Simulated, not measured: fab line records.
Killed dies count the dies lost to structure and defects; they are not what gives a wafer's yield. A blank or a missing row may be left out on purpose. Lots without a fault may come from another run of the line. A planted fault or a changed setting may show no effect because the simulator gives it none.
fab line records | flow n5Finfet
record lots=6 wafers=16 lastDay=18
route steps=1938 shown HKMG_FIN@457 GATE_CUT@465 BEOL_M4@1111
lots with no fault: from the same line, run without faults
startH: the number of hours between the record's first day and the start of the first shown wafer of the lot | waitH: hours since the lot's step before | " identical to the entry in the row above | L1.1+2: a row that stands for several wafers | - either no value or no given start | * or withheld: withheld | < > ~ a bound
route shown NAME@n: names a module that has steps shown in the file, with the first one's number in the route | usual: mean/standard deviation taken from wafers without a fault | same: alike in all rows | chamber/n: place in a boat | sites: per-site readings | _std_site: the values' standard deviation | _edge_site: outer sites' mean less inner sites' | radiusMm: for every site, how far away it sits from the centre of the wafer | mask NAME#n: copy n | behind: the tool/chamber that last shaped the wafer | hold: cause of the lot's hold/its duration in hours/its outcome | device: whichever transistor did not switch (one of n, p or np) | end of line: the same wafers' tests at the end of the route | step lacking rows: just its recipe | killed: not the wafer's yield, but the dies lost to structure and defects at the first sort | map: dies across one wafer; x = killed, . = not, _ = none there
set.NAME: the setting as run; set.NAME@STEP: as run at that earlier step | model.NAME: the simulator's own value behind a step, which no gauge read
lots at some steps of the route; a table a step, a row a wafer
services: from which hour (startH, from the record's first day; less than 0 if before it) a tool's chamber was out of use, for how many hours, and why
## steps
# step N5_HKMG_FIN_ALD_72
# recipe material=W targetThkA=20 tempC=300 pressureTorr=7.5 aldPrecursorFamily=WF6 aldCoReactant=B2H6 pulseTimeS=1 purgeTimeS=2 coReactantPurgeTimeS=2 coReactantPulseTimeS=3 aldCycles=7
# step N5_HKMG_FIN_W_FILL_22
# recipe material=W targetThkA=600 tempC=400 pressureTorr=39.4 timeS=18.2
# usual heaterPowerOuterW=497/42 heaterPowerW=804/73 throttleValvePct=19.8/1.3
# columns lot.wafer tool chamber startH waitH heaterPowerOuterW heaterPowerW throttleValvePct
L966.2 cvdW-02 1 113.15 0.0 521 829 19.3
L966.5 " 0 " " 500 783 22.1
L966.6 " 1 " " 520 821 19.6
L971.1 cvdW-01 0 141.50 0.0 439 713 18.6
L971.2 " 1 " " 535 898 19.5
L971.6 " 0 " " 432 718 18.7
L974.2 cvdW-01 0 158.71 0.0 423 717 18.5
L974.5 " 0 " " 441 700 18.6
L976.2 cvdW-02 0 169.24 0.0 484 799 22.3
L976.3 " 0 " " 507 782 22.2
L980.1 cvdW-01 1 194.67 0.0 533 903 19.5
L980.4 " 1 " " 536 912 19.7
L980.6 " 0 " " 451 713 18.6
L984.1 cvdW-01 0 218.79 0.0 437 712 18.9
L984.4 " 0 " " 448 711 18.6
L984.6 " 0 " " 432 715 18.5
# step N5_HKMG_FIN_PRECLEAN_83
# recipe chemistry=DIW timeS=57.5 tempC=23
# step N5_HKMG_FIN_SRD_84
# recipe dryTimeS=32 dry=n2Spin spinRpm=1500
# step N5_HKMG_FIN_CMP_23
# recipe stopOn=SiNx tOverpolishS=10 postCmpClean=rinseOnly downForcePsi=4 platenRpm=50.289 padVelocityMS=1.0006 targetThkNm=46.326
# usual edgeZonePressureFrac=1.000/0.0051 motorCurrentA=12.4/1.4 overpolishRunS=9.999/0.0094 timeToEndpointS=12.6/2.1
# columns lot.wafer tool chamber startH waitH edgeZonePressureFrac motorCurrentA overpolishRunS timeToEndpointS
L966.2 cmp-04 3 113.42 0.2 1.008 13.5 10.006 6.6
L966.6 " 1 " " 0.999 12.2 9.992 11.7
L966.5 " 2 " " 1.009 12.0 9.996 8.6
L971.1 cmp-04 0 141.60 0.0 1.002 13.3 10.009 12.7
L971.2 " 1 " " 0.989 12.6 9.997 15.0
L971.6 " 1 " " 1.002 12.0 9.997 15.7
L974.2 cmp-03 1 159.05 0.3 0.994 10.3 10.012 9.9
L974.5 " 2 " " 0.998 11.6 9.981 12.4
L976.2 cmp-04 1 169.35 0.0 1.000 12.4 9.987 15.6
L976.3 " 0 " " 1.007 14.1 10.001 16.3
L980.4 cmp-01 3 194.85 0.1 1.003 13.2 9.998 8.6
L980.1 " 1 " " 1.004 13.1 9.998 9.1
L980.6 " 2 " " 1.004 14.6 9.980 10.0
L984.4 cmp-04 3 218.90 0.0 1.004 13.5 10.005 12.8
L984.1 " 1 " " 1.000 12.6 9.995 13.6
L984.6 " 3 " " 1.001 13.6 9.984 12.0
# step N5_HKMG_FIN_CMP_94
# recipe stopOn=SiNx postCmpClean=wDiluteNh4oh tOverpolishS=4.7 downForcePsi=4 platenRpm=50.289 padVelocityMS=1.0006 targetThkNm=43.299
# step N5_HKMG_FIN_INSPECT_28
# recipe inspectInstrument=darkfield mode=postCmp
# usual rawDefectCount=47/20
# columns lot.wafer tool chamber startH waitH rawDefectCount
L966.2 defectInspect-02 - 113.97 0.0 36
L966.5 " - " " 86
L966.6 " - " " 37
L971.1 defectInspect-01 - 142.32 0.0 29
L971.2 " - " " 41
L971.6 " - " " 44
L974.2 defectInspect-01 - 159.53 0.0 38
L974.5 " - " " 43
L976.2 defectInspect-02 - 170.06 0.0 50
L976.3 " - " " 44
L980.1 defectInspect-01 - 195.65 0.2 32
L980.4 " - " " 51
L980.6 " - " " 34
L984.1 defectInspect-01 - 219.61 0.0 21
L984.4 " - " " 44
L984.6 " - " " 37
# step N5_GATE_CUT_ETCHBACK_00
# recipe chemistry=SF6/Cl2 target=W pressureMtorr=8 icpW=900 biasW=80 SF6_flow_sccm=40 Cl2_flow_sccm=60
# step N5_GATE_CUT_ETCH_56
# recipe chemistry=Cl2/Ar target=TiN targetDepthA=216 pressureMtorr=10 icpW=600 biasW=60 Cl2_flow_sccm=40 Ar_flow_sccm=60
# usual drypumpMotorCurrentA=6.0/0.38 oesProductAu=0.80/0.095 throttleValvePct=20.71/0.22
# columns lot.wafer tool chamber startH waitH drypumpMotorCurrentA oesProductAu rfHoursCounterH throttleValvePct
L966.2 rieMetal-02 0 114.13 0.1 6.1 0.92 5 20.71
L966.5 " 1 " " 6.2 0.96 - 21.00
L966.6 " 0 " " 6.1 0.92 - 20.72
L971.1 rieMetal-02 1 142.47 0.1 6.2 0.93 3 21.01
L971.2 " 0 " " 6.2 0.90 7 20.71
L971.6 " 0 " " 6.1 0.89 - 20.72
L974.2 rieMetal-03 0 159.68 0.1 6.3 0.80 34 20.75
L974.5 " 1 " " 6.1 0.60 - 20.73
L976.2 rieMetal-03 1 170.26 0.1 6.1 0.61 115 20.73
L976.3 " 0 " " 6.3 0.81 - 20.73
L980.1 rieMetal-03 0 195.80 0.1 6.3 0.81 37 20.73
L980.4 " 0 " " 6.3 0.81 - 20.75
L980.6 " 1 " " 6.1 0.61 - 20.72
L984.1 rieMetal-01 0 219.76 0.1 5.3 0.78 41 20.37
L984.4 " 0 " " 5.3 0.77 - 20.37
L984.6 " 1 " " 6.2 0.79 - 20.90
# step N5_GATE_CUT_ETCHBACK_30
# recipe chemistry=Cl2/Ar target=TiN targetDepthA=30 mode=isotropic pressureMtorr=10 icpW=600 biasW=60 Cl2_flow_sccm=40 Ar_flow_sccm=60
# usual drypumpMotorCurrentA=6.0/0.37 oesProductAu=0.80/0.095 throttleValvePct=20.71/0.22
# columns lot.wafer tool chamber startH waitH drypumpMotorCurrentA oesProductAu rfHoursCounterH throttleValvePct
L966.2 rieMetal-02 0 114.22 0.1 6.2 0.92 5 20.71
L966.5 " 1 " " 6.2 0.98 - 20.99
L966.6 " 0 " " 6.1 0.91 - 20.74
L971.1 rieMetal-02 1 142.56 0.1 6.2 0.93 3 21.00
L971.2 " 0 " " 6.1 0.89 7 20.73
L971.6 " 0 " " 6.1 0.90 - 20.72
L974.2 rieMetal-03 0 159.77 0.1 6.3 0.82 34 20.73
L974.5 " 1 " " 6.0 0.61 - 20.73
L976.2 rieMetal-03 1 170.38 0.1 6.1 0.61 115 20.73
L976.3 " 0 " " 6.3 0.81 - 20.75
L980.1 rieMetal-03 0 195.89 0.1 6.3 0.80 37 20.73
L980.4 " 0 " " 6.3 0.81 - 20.74
L980.6 " 1 " " 6.1 0.61 - 20.71
L984.1 rieMetal-01 0 219.85 0.1 5.3 0.77 41 20.36
L984.4 " 0 " " 5.3 0.77 - 20.38
L984.6 " 1 " " 6.1 0.79 - 20.90
# step N5_GATE_CUT_VAPOR_ETCH_60
# recipe chemistry=BCl3/Cl2 target=HfO2 mode=isotropic
# usual drypumpMotorCurrentA=5.9/0.38 oesProductAu=0.80/0.093
# columns lot.wafer tool chamber startH waitH drypumpMotorCurrentA oesProductAu
L966.2 rieMetal-02 0 114.25 0.0 6.1 0.91
L966.5 " 1 " " 6.2 0.96
L966.6 " 0 " " 6.1 0.91
L971.1 rieMetal-02 1 142.59 0.0 6.2 0.93
L971.2 " 0 " " 6.1 0.89
L971.6 " 0 " " 6.1 0.90
L974.2 rieMetal-03 0 159.80 0.0 6.3 0.83
L974.5 " 1 " " 6.1 0.61
L976.2 rieMetal-03 1 170.42 0.0 6.1 0.61
L976.3 " 0 " " 6.3 0.82
L980.1 rieMetal-03 0 195.92 0.0 6.3 0.80
L980.4 " 0 " " 6.3 0.82
L980.6 " 1 " " 6.1 0.61
L984.1 rieMetal-01 0 219.88 0.0 5.3 0.78
L984.4 " 0 " " 5.3 0.78
L984.6 " 1 " " 6.1 0.79
# step N5_GATE_CUT_ETCH_58
# recipe chemistry=CH3F/O2 target=SiNx targetDepthA=170 timeS=128.6 ionEnergyEv=50 pressureMtorr=30 sourceW=415 biasW=21 Ar_flow_sccm=150 CH3F_flow_sccm=30 O2_flow_sccm=20
# usual drypumpMotorCurrentA=5.7/0.37 oesProductAu=0.76/0.067 rfVppV=99.0/1 showerheadPlenumPTorr=2.00/0.073 throttleValvePct=16.36/0.16
# columns lot.wafer tool chamber startH waitH drypumpMotorCurrentA oesProductAu rfHoursCounterH rfVppV showerheadPlenumPTorr throttleValvePct model.etch.depthNm model.SiNx_of_SDB_ALD_29.thkNm
L966.2 rieDiel-03 1 114.30 0.0 5.7 0.81 122 99.4 2.02 16.14 17.35 24.6
L966.5 " 1 " " 5.7 0.80 - 98.8 2.02 16.16 17.36 24.6
L966.6 " 2 " " 6.0 0.78 - 98.1 1.92 16.34 16.87 24.6
L971.1 rieDiel-04 3 142.68 0.1 6.3 0.87 38 99.3 2.13 16.33 16.66 24.6
L971.2 " 0 " " 5.5 0.71 209 98.0 1.91 16.56 16.79 24.6
L971.6 " 3 " " 6.3 0.87 - 99.7 2.13 16.30 16.77 24.6
L974.2 rieDiel-03 1 159.85 0.0 5.7 0.79 136 99.7 2.02 16.19 17.34 24.4
L974.5 " 1 " " 5.7 0.69 - 99.2 2.02 16.18 13.75 25.2
L976.2 rieDiel-03 2 170.48 0.0 6.0 0.77 162 97.6 1.91 16.34 17.03 24.6
L976.3 " 0 " " 5.9 0.75 51 96.6 1.95 16.08 13.6 25.2
L980.1 rieDiel-04 1 195.97 0.0 5.2 0.67 241 98.7 2.07 16.57 16.71 24.8
L980.4 " 2 " " 5.8 0.73 168 98.3 2.00 16.39 16.89 24.8
L980.6 " 2 " " 5.8 0.73 - 99.0 2.00 16.36 16.87 24.8
L984.1 rieDiel-04 3 220.05 0.2 6.3 0.83 60 98.7 2.13 16.35 16.7 24.6
L984.4 " 0 " " 5.5 0.69 228 99.7 1.90 16.61 16.48 24.8
L984.6 " 2 " " 5.8 0.71 - 99.9 2.00 16.39 16.73 24.6
# step N5_GATE_CUT_STRIP_59
# recipe chemistry=N2/H2 timeS=20 powerW=100 tempC=40 pressureMtorr=100 rfFrequencyHz=6e+07 biasPowerW=3 n2FlowSccm=300 h2FlowSccm=300
# step N5_BEOL_M4_RC_MEAS_101
# usual DIBL_N=36.0/1.8 DIBL_P=36.3/2.4 IOFF_N=0.16/0.035 IOFF_P=0.21/0.036 ION_N=673/13 ION_P=461/7.2 SS_N=71.4/0.6 SS_P=73.2/0.7 VT_N=250/4 VT_P=-250.9/2.9
# columns lot.wafer tool chamber startH waitH DIBL_N[mV/V] DIBL_P[mV/V] IOFF_N[nA/um] IOFF_P[nA/um] ION_N[uA/um] ION_P[uA/um] SS_N[mV/dec] SS_P[mV/dec] VT_N[mV] VT_P[mV]
L966.2 prober-02 0 218.16 0.2 36.7 37.5 0.16 0.21 691 464 71.2 73.5 247 -251.3
L966.5 " 0 " " 34.4 35.3 0.12 0.17 674 464 71.1 72.7 254 -254.5
L966.6 " 0 " " 36.0 37.9 0.15 0.21 668 464 71.5 74.5 251 -252.8
L971.1 prober-02 0 244.00 0.0 39.6 41.2 0.25 0.28 696 471 72.2 74.6 244 -248.5
L971.2 " 0 " " 36.3 37.8 0.18 0.22 693 467 71.2 73.0 247 -251.7
L971.6 " 0 " " 37.6 39.5 0.21 0.25 693 466 72.3 73.8 243 -251.4
L974.2 prober-01 0 250.27 0.2 35.8 36.5 0.15 0.23 676 464 71.2 73.2 251 -247.1
L974.5 " 0 " " 34.5 34.2 0.13 0.20 673 464 71.3 72.0 252 -248.3
L976.2 prober-02 0 264.52 0.2 35.2 36.0 0.12 0.17 658 449 70.8 72.9 256 -258.4
L976.3 " 0 " " 34.2 34.1 0.12 0.15 660 448 70.7 72.3 258 -256.6
L980.1 prober-01 0 281.20 0.0 35.8 36.1 0.14 0.19 667 454 71.3 73.7 254 -248.7
L980.4 " 0 " " 34.6 34.1 0.12 0.16 641 444 71.3 73.0 258 -252.7
L980.6 " 0 " " 37.2 37.5 0.17 0.23 680 468 71.4 73.7 249 -247.9
L984.1 prober-01 0 318.29 0.0 38.7 38.4 0.19 0.24 686 467 72.1 73.6 246 -247.2
L984.4 " 0 " " 39.2 37.3 0.19 0.22 676 459 71.9 74.3 248 -250.4
L984.6 " 0 " " 38.1 37.2 0.17 0.22 672 456 72.2 73.8 247 -249.7
## services
# columns tool chamber startH hours kind
rieMetal-02 1 89.66 - clean
rieMetal-02 1 89.66 15.8 scheduledDown
rieMetal-02 1 89.66 15.8 ventCycle
cmp-04 - 89.91 2.3 repair
rieDiel-04 3 116.29 12.9 repair
rieMetal-02 - 121.53 2.8 pm
cmp-01 - 132.22 4.6 pm
rieMetal-01 0 155.40 25.5 repair
rieMetal-03 - 162.48 0.4 repair
cvdW-01 0 166.57 1.7 repair
cvdW-01 - 168.79 6.0 pm
rieDiel-04 0 176.83 7.2 repair
rieMetal-03 - 177.06 1.4 pm
cmp-01 - 178.17 4.0 pm
cmp-01 - 182.17 - consumableReplace:conditioner
cmp-01 - 182.17 - consumableReplace:pad
cmp-01 - 183.39 0.2 repair
rieDiel-04 0 204.06 8.8 repair
cvdW-02 - 212.78 0.9 repair
## key
firstSign none at tools or gauges
modelEffect step=N5_GATE_CUT_ETCH_58 value=etch.depthNm without=17.25 struck=13.67
metAt N5_GATE_CUT_ETCH_58
struckWafers L974.5,L976.3
onsetBetween 114.30 159.85
fault kind=processParameterDrift tool=rieDiel-03 chamber=- onsetH=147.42 steps=N5_GATE_CUT_ETCH_58 channel=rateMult offset=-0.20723 shape=step endH=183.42 scope=struckWafersOnly
